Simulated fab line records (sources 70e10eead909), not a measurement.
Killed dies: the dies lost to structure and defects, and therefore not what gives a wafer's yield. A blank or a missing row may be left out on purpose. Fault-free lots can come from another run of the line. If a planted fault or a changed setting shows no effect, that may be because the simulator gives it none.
Matching of chambers	flow nand harc	pecvd-04 running NHARC_A_STAIRCASE_DEP_280: 3 sister chambers
The step deposits SiON, target thk 30 nm. 3 wafers are shown with their chamber, then 7 later ones without.

WAFERS PAIRED WITH THEIR CHAMBERS
wafer	chamber	heater power w (W)
L739.5	2	885
L741.1	0	731
L741.2	1	731

WAFERS WHOSE CHAMBER IS MISSING
wafer	heater power w (W)
L741.3	861
L745.1	823
L745.2	883
L745.6	886
L743.1	879
L743.3	742
L743.5	792

THE CHAMBER EACH PASSED THROUGH
wafer	from the rows above	in truth
L741.3	2	2
L745.1	can't be placed: 2 or 0 or 1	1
L745.2	2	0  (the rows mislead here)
L745.6	2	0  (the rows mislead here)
L743.1	2	2
L743.3	can't be placed: 0 or 1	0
L743.5	can't be placed: 0 or 1 or 2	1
Correctly placed: 2 of 7. Cannot be placed on the basis of these rows: 3; the candidates contain the true chamber in 3. Placed wrongly: 2.
How it was worked out, from the rows above alone: a wafer's distance from a chamber is the root of the sum, over the readings, of the square of ((its reading less the chamber's mean) divided by the reading's scatter). If the next closest chamber is less than 2 further off than the closest, the wafer can't be placed; otherwise it belongs to the closest. A chamber's mean is the mean of its shown wafers. The scatter (one wafer shown for each chamber): square how far every hidden wafer sits from the nearest shown wafer, average those squares and take the square root.
